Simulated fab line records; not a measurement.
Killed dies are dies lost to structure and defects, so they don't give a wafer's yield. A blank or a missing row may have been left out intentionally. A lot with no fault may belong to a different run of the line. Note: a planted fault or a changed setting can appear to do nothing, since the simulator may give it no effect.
fab line records + flow nand_harc
record
- lots=6
- wafers=16
- last_day=24
route steps=1159 shown A_ONON_D1@428 END@1159
lots with no fault: from the same line, run without faults
start_h: hours from the record's opening day to when the first of the lot's shown wafers began + wait_h: time in hours since the lot's previous step + " repeats the value in the row above + L1.1+2: one row covering several wafers at once + - no value, or no start given + * or withheld: withheld + < > ~ a bound
route shown NAME@n: a module of which the file shows steps, and the number in the route of the first + usual: mean/standard deviation of fault-free wafers + same: alike in all rows + chamber/n: place in a boat + sites: readings site by site + _std_site: standard deviation of those values + _edge_site: the outer-site mean with the inner-site mean subtracted + radius_mm: how far each site lies from the wafer's centre + mask NAME#n: copy n + behind: the last tool/chamber to shape the wafer + hold: cause of the lot's hold/its duration in hours/its outcome + device: transistor that didn't switch, given as n, p or np + end of line: tests run on the same wafers once the route is complete + for a step that has no rows: nothing shown but its recipe + killed: count of dies lost to structure and defects at first sort (not the wafer's yield) + map: shows each die of a wafer: x if killed, . if not, _ if none is there
set.NAME: the setting the step ran with; set.NAME@STEP: the setting that earlier step ran with + model.NAME: the simulator's own value behind a step, which no gauge read
a table for each step, a row for each wafer; lots at some steps of the route
services: when a tool's chamber went out of use (start_h, in hours from the record's first day, below 0 if earlier), for how many hours, and the reason
## steps
# step NHARC_A_ONON_D1_DEP_06
# recipe
- target_thk_a=10000
- n2_flow_sccm=2750
- n2o_flow_sccm=2000
- nh3_flow_sccm=500
- sih4_flow_sccm=210
- temp_c=400
# step NHARC_A_ONON_D1_THK_MEAS_08
# recipe
- thk_meas_gauge=ellipsometry
# usual
- thk_nm=1001/9.2
| lot.wafer | tool          | chamber | start_h | wait_h | thk_nm |
|-----------|---------------|---------|---------|--------|--------|
| L342.3    | film_metro-02 | -       | 178.08  | -      | 989    |
| L342.4    | "             | -       | "       | "      | 989    |
| L342.5    | "             | -       | "       | "      | 991    |
| L341.1    | film_metro-01 | -       | 178.08  | -      | 1000   |
| L341.3    | "             | -       | "       | "      | 997    |
| L341.5    | "             | -       | "       | "      | 998    |
| L349.1    | film_metro-02 | -       | 212.42  | -      | 1002   |
| L349.3    | "             | -       | "       | "      | 1003   |
| L353.2    | film_metro-01 | -       | 238.62  | -      | 989    |
| L353.3    | "             | -       | "       | "      | 989    |
| L355.2    | film_metro-02 | -       | 245.16  | -      | 1013   |
| L355.3    | "             | -       | "       | "      | 1013   |
| L355.6    | "             | -       | "       | "      | 1011   |
| L361.1    | film_metro-01 | -       | 284.63  | -      | 1021   |
| L361.3    | "             | -       | "       | "      | 1021   |
| L361.4    | "             | -       | "       | "      | 1021   |
# step NHARC_A_ONON_D1_DEP_09
# recipe
- target_thk_a=10000
- n2_flow_sccm=2750
- n2o_flow_sccm=2000
- nh3_flow_sccm=500
- sih4_flow_sccm=210
- temp_c=400
# step NHARC_A_ONON_D1_THK_MEAS_11
# recipe
- thk_meas_gauge=ellipsometry
# usual
- thk_nm=1000/9.6
| lot.wafer | tool          | chamber | start_h | wait_h | thk_nm |
|-----------|---------------|---------|---------|--------|--------|
| L342.3    | film_metro-01 | -       | 178.64  | -      | 981    |
| L342.4    | "             | -       | "       | "      | 980    |
| L342.5    | "             | -       | "       | "      | 978    |
| L341.1    | film_metro-02 | -       | 178.65  | -      | 990    |
| L341.3    | "             | -       | "       | "      | 992    |
| L341.5    | "             | -       | "       | "      | 991    |
| L349.1    | film_metro-02 | -       | 212.99  | -      | 1014   |
| L349.3    | "             | -       | "       | "      | 1014   |
| L353.2    | film_metro-01 | -       | 239.19  | -      | 1010   |
| L353.3    | "             | -       | "       | "      | 1008   |
| L355.2    | film_metro-01 | -       | 245.73  | -      | 1010   |
| L355.3    | "             | -       | "       | "      | 1011   |
| L355.6    | "             | -       | "       | "      | 1010   |
| L361.1    | film_metro-02 | -       | 285.20  | -      | 1015   |
| L361.3    | "             | -       | "       | "      | 1018   |
| L361.4    | "             | -       | "       | "      | 1018   |
# step NHARC_A_ONON_D1_DEP_12
# recipe
- target_thk_a=10000
- n2_flow_sccm=2750
- n2o_flow_sccm=2000
- nh3_flow_sccm=500
- sih4_flow_sccm=210
- temp_c=400
# step NHARC_A_ONON_D1_THK_MEAS_14
# recipe
- thk_meas_gauge=ellipsometry
# usual
- thk_nm=998/12
| lot.wafer | tool          | chamber | start_h | wait_h | thk_nm |
|-----------|---------------|---------|---------|--------|--------|
| L342.3    | film_metro-01 | -       | 179.21  | -      | 980    |
| L342.4    | "             | -       | "       | "      | 980    |
| L342.5    | "             | -       | "       | "      | 978    |
| L341.1    | film_metro-01 | -       | 179.21  | -      | 996    |
| L341.3    | "             | -       | "       | "      | 996    |
| L341.5    | "             | -       | "       | "      | 997    |
| L349.1    | film_metro-01 | -       | 213.56  | -      | 1003   |
| L349.3    | "             | -       | "       | "      | 1000   |
| L353.2    | film_metro-02 | -       | 239.78  | -      | 1000   |
| L353.3    | "             | -       | "       | "      | 1000   |
| L355.2    | film_metro-02 | -       | 246.29  | -      | 990    |
| L355.3    | "             | -       | "       | "      | 990    |
| L355.6    | "             | -       | "       | "      | 991    |
| L361.1    | film_metro-01 | -       | 285.76  | -      | 991    |
| L361.3    | "             | -       | "       | "      | 994    |
| L361.4    | "             | -       | "       | "      | 994    |
# step NHARC_A_ONON_D1_ANNEAL_15
# recipe
- temp_c=750
- time_s=3600
# step NHARC_A_ONON_D1_DEP_16
# recipe
- target_thk_a=10000
- n2_flow_sccm=2750
- n2o_flow_sccm=2000
- nh3_flow_sccm=500
- sih4_flow_sccm=210
- temp_c=400
# step NHARC_A_ONON_D1_THK_MEAS_18
# recipe
- thk_meas_gauge=ellipsometry
# usual
- thk_nm=997/11
| lot.wafer | tool          | chamber | start_h | wait_h | thk_nm |
|-----------|---------------|---------|---------|--------|--------|
| L342.3    | film_metro-02 | -       | 186.29  | -      | 1008   |
| L342.4    | "             | -       | "       | "      | 1006   |
| L342.5    | "             | -       | "       | "      | 1008   |
| L341.1    | film_metro-01 | -       | 186.30  | -      | 986    |
| L341.3    | "             | -       | "       | "      | 982    |
| L341.5    | "             | -       | "       | "      | 984    |
| L349.1    | film_metro-02 | -       | 223.83  | -      | 995    |
| L349.3    | "             | -       | "       | "      | 996    |
| L353.2    | film_metro-01 | -       | 246.82  | -      | 1010   |
| L353.3    | "             | -       | "       | "      | 1012   |
| L355.2    | film_metro-02 | -       | 253.41  | -      | 1007   |
| L355.3    | "             | -       | "       | "      | 1008   |
| L355.6    | "             | -       | "       | "      | 1010   |
| L361.1    | film_metro-01 | -       | 292.93  | -      | 1004   |
| L361.3    | "             | -       | "       | "      | 1005   |
| L361.4    | "             | -       | "       | "      | 1004   |
# step NHARC_A_ONON_D1_DEP_19
# recipe
- target_thk_a=10000
- n2_flow_sccm=2750
- n2o_flow_sccm=2000
- nh3_flow_sccm=500
- sih4_flow_sccm=210
- temp_c=400
# step NHARC_A_ONON_D1_THK_MEAS_21
# recipe
- thk_meas_gauge=ellipsometry
# usual
- thk_nm=995/9.3
| lot.wafer | tool          | chamber | start_h | wait_h | thk_nm |
|-----------|---------------|---------|---------|--------|--------|
| L342.3    | film_metro-02 | -       | 186.86  | -      | 979    |
| L342.4    | "             | -       | "       | "      | 981    |
| L342.5    | "             | -       | "       | "      | 982    |
| L341.1    | film_metro-01 | -       | 186.88  | -      | 1008   |
| L341.3    | "             | -       | "       | "      | 1005   |
| L341.5    | "             | -       | "       | "      | 1007   |
| L349.1    | film_metro-02 | -       | 224.41  | -      | 993    |
| L349.3    | "             | -       | "       | "      | 994    |
| L353.2    | film_metro-01 | -       | 247.39  | -      | 1003   |
| L353.3    | "             | -       | "       | "      | 1004   |
| L355.2    | film_metro-02 | -       | 253.99  | -      | 1006   |
| L355.3    | "             | -       | "       | "      | 1006   |
| L355.6    | "             | -       | "       | "      | 1006   |
| L361.1    | film_metro-01 | -       | 293.50  | -      | 995    |
| L361.3    | "             | -       | "       | "      | 996    |
| L361.4    | "             | -       | "       | "      | 996    |
# step NHARC_A_ONON_D1_DEP_22
# recipe
- target_thk_a=10000
- n2_flow_sccm=2750
- n2o_flow_sccm=2000
- nh3_flow_sccm=500
- sih4_flow_sccm=210
- temp_c=400
# usual
- n2o_flow_sccm=2000/5.6
| lot.wafer | tool          | chamber | start_h | wait_h | n2o_flow_sccm |
|-----------|---------------|---------|---------|--------|---------------|
| L341.1    | pecvd_onon-02 | 0       | 186.94  | 0.1    | 2001          |
| L341.3    | "             | 0       | "       | "      | 2009          |
| L341.5    | "             | 0       | "       | "      | 2008          |
| L342.3    | pecvd_onon-03 | 0       | 187.03  | 0.2    | 1998          |
| L342.4    | "             | 0       | "       | "      | 1997          |
| L342.5    | "             | 0       | "       | "      | 1998          |
| L349.1    | pecvd_onon-02 | 0       | 224.47  | 0.1    | 2005          |
| L349.3    | "             | 0       | "       | "      | 2002          |
| L353.2    | pecvd_onon-02 | 0       | 247.50  | 0.1    | 1999          |
| L353.3    | "             | 0       | "       | "      | 1989          |
| L355.2    | pecvd_onon-03 | 0       | 254.10  | 0.1    | 2012          |
| L355.3    | "             | 0       | "       | "      | 2005          |
| L355.6    | "             | 0       | "       | "      | 2006          |
| L361.1    | pecvd_onon-04 | 0       | 293.55  | 0.1    | 2008          |
| L361.3    | "             | 0       | "       | "      | 1998          |
| L361.4    | "             | 0       | "       | "      | 1998          |
# step NHARC_A_ONON_D1_THK_MEAS_24
# recipe
- thk_meas_gauge=ellipsometry
# usual
- thk_nm=1000/12
| lot.wafer | tool          | chamber | start_h | wait_h | thk_nm |
|-----------|---------------|---------|---------|--------|--------|
| L342.3    | film_metro-01 | -       | 187.43  | -      | 1006   |
| L342.4    | "             | -       | "       | "      | 1005   |
| L342.5    | "             | -       | "       | "      | 1006   |
| L341.1    | film_metro-01 | -       | 187.45  | -      | 1020   |
| L341.3    | "             | -       | "       | "      | 1019   |
| L341.5    | "             | -       | "       | "      | 1021   |
| L349.1    | film_metro-02 | -       | 224.98  | -      | 1566   |
| L349.3    | "             | -       | "       | "      | 1567   |
| L353.2    | film_metro-02 | -       | 247.95  | -      | 1002   |
| L353.3    | "             | -       | "       | "      | 1569   |
| L355.2    | film_metro-02 | -       | 254.58  | -      | 997    |
| L355.3    | "             | -       | "       | "      | 996    |
| L355.6    | "             | -       | "       | "      | 996    |
| L361.1    | film_metro-01 | -       | 294.06  | -      | 976    |
| L361.3    | "             | -       | "       | "      | 974    |
| L361.4    | "             | -       | "       | "      | 976    |
# step NHARC_A_ONON_D1_DEP_25
# recipe
- target_thk_a=10000
- n2_flow_sccm=2750
- n2o_flow_sccm=2000
- nh3_flow_sccm=500
- sih4_flow_sccm=210
- temp_c=400
# step NHARC_END_SORT_01
# recipe
- temp_c=25
# usual
- killed_at_array=27/11
- killed_at_other=0.7/0.93
- killed_at_periphery=2.9/1.9
- killed_dies=30/11
- killed_open=3.1/1.7
- killed_short=1.9/1.3
# same
- gross_dies=677
| lot.wafer | tool      | chamber | start_h | wait_h | killed_at_array | killed_at_other | killed_at_periphery | killed_dies | killed_open | killed_short |
|-----------|-----------|---------|---------|--------|-----------------|-----------------|---------------------|-------------|-------------|--------------|
| L349.1    | prober-02 | 0       | 488.82  | 2.5    | 674             | 2               | 1                   | 677         | 2           | 1            |
| L349.3    | prober-02 | 0       | 490.43  | 3.1    | 675             | 0               | 2                   | 677         | 4           | 2            |
| L353.3    | prober-01 | 0       | 508.08  | 3.1    | 669             | 0               | 8                   | 677         | 2           | 0            |
# killed by level:class
L349.1 A_ONON_D1:area_dep=657 A_STAIRCASE:chamber_film_flake=6 A_CONTACT:chamber_film_flake=4 A_CHANNEL_HOLE_D1:chamber_film_flake=2 A_SLIT:chamber_film_flake=2 THIN_TSV:chamber_film_flake=2 P_CONTACT:geometric_particle:open=1 A_CHANNEL_FILL_D1:geometric_particle:short=1
L349.3 A_ONON_D1:area_dep=652 A_STAIRCASE:chamber_film_flake=8 A_CHANNEL_HOLE_D1:chamber_film_flake=4 A_SLIT:chamber_film_flake=4 A_ONON_D1:geometric_particle:short=2 A_CONTACT:chamber_film_flake=2 P_GATE:geometric_particle:open=1 A_CHANNEL_FILL_D1:geometric_particle:open=1
L353.3 A_ONON_D1:area_dep=642 A_SLIT:chamber_film_flake=11 A_CHANNEL_HOLE_D1:chamber_film_flake=7 P_M1:chamber_film_flake=5 A_STAIRCASE:chamber_film_flake=4 A_CONTACT:chamber_film_flake=2 P_CONTACT:geometric_particle:open=1 P_GATE:chamber_film_flake=1
# map L349.1 (x killed, . not)
____________x____________
_________xxxxxxx_________
_______xxxxxxxxxxx_______
______xxxxxxxxxxxxx______
_____xxxxxxxxxxxxxxx_____
____xxxxxxxxxxxxxxxxx____
____xxxxxxxxxxxxxxxxx____
___xxxxxxxxxxxxxxxxxxx___
___xxxxxxxxxxxxxxxxxxx___
__xxxxxxxxxxxxxxxxxxxxx__
__xxxxxxxxxxxxxxxxxxxxx__
_xxxxxxxxxxxxxxxxxxxxxxx_
_xxxxxxxxxxxxxxxxxxxxxxx_
_xxxxxxxxxxxxxxxxxxxxxxx_
_xxxxxxxxxxxxxxxxxxxxxxx_
_xxxxxxxxxxxxxxxxxxxxxxx_
xxxxxxxxxxxxxxxxxxxxxxxxx
xxxxxxxxxxxxxxxxxxxxxxxxx
xxxxxxxxxxxxxxxxxxxxxxxxx
xxxxxxxxxxxxxxxxxxxxxxxxx
xxxxxxxxxxxxxxxxxxxxxxxxx
_xxxxxxxxxxxxxxxxxxxxxxx_
_xxxxxxxxxxxxxxxxxxxxxxx_
_xxxxxxxxxxxxxxxxxxxxxxx_
_xxxxxxxxxxxxxxxxxxxxxxx_
_xxxxxxxxxxxxxxxxxxxxxxx_
__xxxxxxxxxxxxxxxxxxxxx__
__xxxxxxxxxxxxxxxxxxxxx__
___xxxxxxxxxxxxxxxxxxx___
___xxxxxxxxxxxxxxxxxxx___
____xxxxxxxxxxxxxxxxx____
____xxxxxxxxxxxxxxxxx____
_____xxxxxxxxxxxxxxx_____
______xxxxxxxxxxxxx______
_______xxxxxxxxxxx_______
_________xxxxxxx_________
____________x____________
# map L353.3 (x killed, . not)
____________x____________
_________xxxxxxx_________
_______xxxxxxxxxxx_______
______xxxxxxxxxxxxx______
_____xxxxxxxxxxxxxxx_____
____xxxxxxxxxxxxxxxxx____
____xxxxxxxxxxxxxxxxx____
___xxxxxxxxxxxxxxxxxxx___
___xxxxxxxxxxxxxxxxxxx___
__xxxxxxxxxxxxxxxxxxxxx__
__xxxxxxxxxxxxxxxxxxxxx__
_xxxxxxxxxxxxxxxxxxxxxxx_
_xxxxxxxxxxxxxxxxxxxxxxx_
_xxxxxxxxxxxxxxxxxxxxxxx_
_xxxxxxxxxxxxxxxxxxxxxxx_
_xxxxxxxxxxxxxxxxxxxxxxx_
xxxxxxxxxxxxxxxxxxxxxxxxx
xxxxxxxxxxxxxxxxxxxxxxxxx
xxxxxxxxxxxxxxxxxxxxxxxxx
xxxxxxxxxxxxxxxxxxxxxxxxx
xxxxxxxxxxxxxxxxxxxxxxxxx
_xxxxxxxxxxxxxxxxxxxxxxx_
_xxxxxxxxxxxxxxxxxxxxxxx_
_xxxxxxxxxxxxxxxxxxxxxxx_
_xxxxxxxxxxxxxxxxxxxxxxx_
_xxxxxxxxxxxxxxxxxxxxxxx_
__xxxxxxxxxxxxxxxxxxxxx__
__xxxxxxxxxxxxxxxxxxxxx__
___xxxxxxxxxxxxxxxxxxx___
___xxxxxxxxxxxxxxxxxxx___
____xxxxxxxxxxxxxxxxx____
____xxxxxxxxxxxxxxxxx____
_____xxxxxxxxxxxxxxx_____
______xxxxxxxxxxxxx______
_______xxxxxxxxxxx_______
_________xxxxxxx_________
____________x____________
## services
| tool          | chamber | start_h | hours | kind   |
|---------------|---------|---------|-------|--------|
| pecvd_onon-03 | -       | 223.76  | 8.2   | repair |
| pecvd_onon-04 | -       | 237.20  | 13.0  | pm     |
| pecvd_onon-02 | -       | 292.00  | 13.0  | pm     |
## key
first_sign
- step=NHARC_A_ONON_D1_THK_MEAS_24
- reading=thk_nm
- direction=up
- sigmas=46
- usual=1000
- struck=1567
effect
- step=NHARC_END_SORT_01
- reading=killed_at_array
- direction=up
- sigmas=59
- usual=27
- struck=673
more_kills_born_at
- NHARC_A_ONON_D1_DEP_22@pecvd_onon-02=1951
met_at NHARC_A_ONON_D1_DEP_22
struck_wafers L349.1,L349.3,L353.3
later_rows_left_out L349.1,L349.3,L353.3
tester_left_out L349,L353
onset_between 186.94 224.47
fault
- kind=process_parameter_drift
- tool=pecvd_onon-02
- chamber=-
- onset_h=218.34
- steps=NHARC_A_ONON_D1_DEP_22
- channel=target_thk_a
- offset=*
- shape=step
- end_h=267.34
- scope=struck_wafers_only
- acts_in=*
- stated=*
# tester_left_out: of these lots the tester's yield and bins aren't shown, on N5 and GAA mostly nor the transistor test; their killed dies are dies lost to structure and defects alone, not to doping, threshold or leakage, so they don't give the yield
# later_rows_left_out: the simulator's readings of these wafers behind a module that went badly wrong aren't trusted and aren't shown, but for the sort
